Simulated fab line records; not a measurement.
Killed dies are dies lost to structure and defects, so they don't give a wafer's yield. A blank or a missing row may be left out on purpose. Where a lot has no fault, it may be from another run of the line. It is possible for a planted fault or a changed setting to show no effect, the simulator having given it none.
Which tool was responsible?	flow nand_harc	12 lots with 36 wafers sampled at 4 steps, on a route of 1302 steps

## WHAT EACH GAUGE READ, for each wafer
Not one reading of a measure or inspect step in the record can be checked against a usual standard deviation.

## WHICH TOOL RAN EACH LOT (tool, then ch and the chambers of the sampled wafers, then the start)
lot	NHARC_A_STAIRCASE_ETCH_253	NHARC_A_STAIRCASE_DESCUM_270	NHARC_A_STAIRCASE_STRIP_274	NHARC_A_STAIRCASE_EXPOSE_286
L726	rie_diel-04 ch 2,3, day 16 04:58	rie_diel-04 ch 1,3, day 16 09:16	rie_diel-04 ch 0,2, day 16 14:38 or earlier	krf_scanner-04 ch 0, day 16 14:38
L727	rie_diel-11 ch 0,1,3, day 16 12:31	rie_diel-11 ch 1,2,3, day 16 17:11	rie_diel-11 ch 0,2, day 17 00:13 or earlier	krf_scanner-03 ch 0, day 17 00:13
L729	rie_diel-05 ch 0,1, day 17 00:43	rie_diel-05 ch 1,2,3, day 17 05:58	rie_diel-05 ch 2,3, day 17 11:57 or earlier	krf_scanner-01 ch 0, day 17 11:57
L728	rie_diel-04 ch 1,2, day 17 01:14	rie_diel-04 ch 1,2,3, day 17 07:01	rie_diel-04 ch 0,1, day 17 13:11 or earlier	krf_scanner-01 ch 0, day 17 13:11
L734	rie_diel-05 ch 0,2,3, day 19 06:27	rie_diel-05 ch 0,1,2, day 19 13:34	rie_diel-05 ch 0,1,3, day 19 22:14 or earlier	krf_scanner-04 ch 0, day 19 22:14
L735	rie_diel-04 ch 0,1,2, day 20 00:35	rie_diel-11 ch 0,2,3, day 20 10:27	rie_diel-11 ch 0,2,3, day 20 16:19 or earlier	krf_scanner-04 ch 0, day 20 16:19
L738	rie_diel-11 ch 0,2,3, day 21 14:16	rie_diel-05 ch 0,1, day 21 18:16	rie_diel-05 ch 0,2,3, day 22 01:14 or earlier	krf_scanner-04 ch 0, day 22 01:14
L739	rie_diel-05 ch 0,2,3, day 21 14:53	rie_diel-04 ch 0,2,3, day 21 18:55	rie_diel-04 ch 2,3, day 22 03:49 or earlier	krf_scanner-03 ch 0, day 22 03:49
L740	rie_diel-04 ch 0,1, day 21 22:42	rie_diel-11 ch 1,2,3, day 22 06:32	rie_diel-11 ch 1,2,3, day 22 11:58 or earlier	krf_scanner-03 ch 0, day 22 11:58
L741	rie_diel-04 ch 1,3, day 23 01:10	rie_diel-11 ch 2,3, day 23 05:57	rie_diel-11 ch 0,1,3, day 23 11:39 or earlier	krf_scanner-03 ch 0, day 23 11:39
L744	rie_diel-04 ch 1,2,3, day 23 16:57	rie_diel-04 ch 1,2,3, day 23 23:58	rie_diel-04 ch 1,2,3, day 24 05:52 or earlier	krf_scanner-03 ch 0, day 24 05:52
L749	rie_diel-11 ch 0,1,2, day 26 00:25	rie_diel-04 ch 1,2,3, day 26 07:51	rie_diel-04 ch 0,1, day 26 14:23 or earlier	krf_scanner-03 ch 0, day 26 14:23
- NHARC_A_STAIRCASE_ETCH_253: etches the open film in C4F8/O2, target depth 50 nm, time 20.2 s.
- NHARC_A_STAIRCASE_DESCUM_270: chemistry O2, time 3 s.
- NHARC_A_STAIRCASE_STRIP_274: strips in O2.
- NHARC_A_STAIRCASE_EXPOSE_286: exposes mask CHOP 100.

## WHAT THE TOOLS THEMSELVES READ (means of the sampled wafers that have a number; where no wafer has one, the mark that the record gives instead)
NHARC_A_STAIRCASE_ETCH_253.
lot	tool	oes_product_au (a.u.)	rf_vpp_V (V)
L726	rie_diel-04	0.952	896
L727	rie_diel-11	0.968	894
L729	rie_diel-05	0.970	898
L728	rie_diel-04	0.937	902
L734	rie_diel-05	0.961	899
L735	rie_diel-04	0.961	896
L738	rie_diel-11	0.924	895
L739	rie_diel-05	0.935	898
L740	rie_diel-04	0.978	899
L741	rie_diel-04	0.939	901
L744	rie_diel-04	0.967	899
L749	rie_diel-11	0.967	892

NHARC_A_STAIRCASE_DESCUM_270.
lot	tool	drypump_motor_current_A (A)	oes_product_au (a.u.)	rf_vpp_V (V)	showerhead_plenum_p_Torr (Torr)	throttle_valve_pct (%)
L726	rie_diel-04	6.0	0.998	57.5	1.95	11.310
L727	rie_diel-11	5.7	1.002	57.0	1.84	11.305
L729	rie_diel-05	5.9	0.986	58.4	1.82	11.313
L728	rie_diel-04	5.8	0.997	57.7	1.96	11.314
L734	rie_diel-05	6.2	1.008	57.9	1.88	11.316
L735	rie_diel-11	5.9	1.004	58.0	1.91	11.319
L738	rie_diel-05	6.2	0.994	57.5	1.89	11.315
L739	rie_diel-04	5.7	1.007	57.1	1.87	11.307
L740	rie_diel-11	5.7	1.000	57.1	1.94	11.309
L741	rie_diel-11	5.7	1.011	58.5	1.97	11.314
L744	rie_diel-04	5.8	1.008	58.6	1.94	11.314
L749	rie_diel-04	5.8	1.009	58.3	1.94	11.302

NHARC_A_STAIRCASE_STRIP_274.
lot	tool	drypump_motor_current_A (A)	oes_product_au (a.u.)	rf_vpp_V (V)	showerhead_plenum_p_Torr (Torr)	throttle_valve_pct (%)
L726	rie_diel-04	5.4	1.004	57.5	3.42	17.037
L727	rie_diel-11	6.1	0.999	56.7	3.43	17.043
L729	rie_diel-05	5.9	0.988	57.4	3.34	17.037
L728	rie_diel-04	5.3	1.009	56.9	3.49	17.025
L734	rie_diel-05	5.7	1.009	57.7	3.62	17.033
L735	rie_diel-11	5.9	1.001	58.8	3.52	17.036
L738	rie_diel-05	5.6	0.999	58.2	3.59	17.022
L739	rie_diel-04	5.9	0.988	57.8	3.51	17.037
L740	rie_diel-11	5.7	1.002	58.3	3.57	17.040
L741	rie_diel-11	6.0	1.004	58.2	3.62	17.040
L744	rie_diel-04	5.8	1.006	57.7	3.58	17.036
L749	rie_diel-04	5.3	1.013	57.5	3.46	17.035

NHARC_A_STAIRCASE_EXPOSE_286.
lot	tool	exposure_dose_mJ_cm2
L726	krf_scanner-04	25.011
L727	krf_scanner-03	25.005
L729	krf_scanner-01	24.959
L728	krf_scanner-01	25.005
L734	krf_scanner-04	25.008
L735	krf_scanner-04	26.103
L738	krf_scanner-04	26.099
L739	krf_scanner-03	25.019
L740	krf_scanner-03	24.991
L741	krf_scanner-03	24.988
L744	krf_scanner-03	24.997
L749	krf_scanner-03	25.002

## THE ANSWER, worked out from the rows above alone
Rule: what is usual is taken from the lots themselves. The widest of any qualifying gaps counts: lots, ordered by their means at a reading, are off when they make up no more than a third of the lots, leave a main group of 4 or more, and stand apart from it by 3 or more times the standard deviation of that group's means. The tables above print the reading to a certain number of digits; a main group whose means all agree to those digits is not used. Also off: a lot with no number at a reading for which 4 or more lots have one. The other lots that the step has rows for count as sound. First the gauges in route order, then the tools' own readings, where a lot's mean is used as printed above. The first step at which some lot is off is used, and at that step the reading that is off furthest; a lot without a number counts as furthest.
Off: L735, L738 (NHARC_A_STAIRCASE_EXPOSE_286, exposure_dose_mJ_cm2). Main group: mean 24.998, sd 0.016.
If a tool, at that step or one of the process steps before it, ran each lot that is off and ran no sound lot following the first of them, it fits. NHARC_A_STAIRCASE_STRIP_274: start missing for some lots; hours and lot order therefore follow NHARC_A_STAIRCASE_EXPOSE_286. One candidate fits, namely krf_scanner-04 at NHARC_A_STAIRCASE_EXPOSE_286. A fault onset in the window from L734 (day 19 22:14, its last sound lot) to L735 (day 20 16:19, its first lot off) fits.
The tool's own readings at NHARC_A_STAIRCASE_EXPOSE_286 bear it out: on the lots that are off they differ by more than 5 times the standard deviation of the sound lots' means. exposure_dose_mJ_cm2 reads 26.101 there against 24.998 on the sound lots.

## WHAT WAS PUT IN BY THE SIMULATOR
Process parameter drift: krf_scanner-04, from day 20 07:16 on, at NHARC_A_STAIRCASE_EXPOSE_286. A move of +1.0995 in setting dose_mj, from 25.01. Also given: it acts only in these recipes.
Struck lots among those shown: L735, L738. The same result came from the rule above.
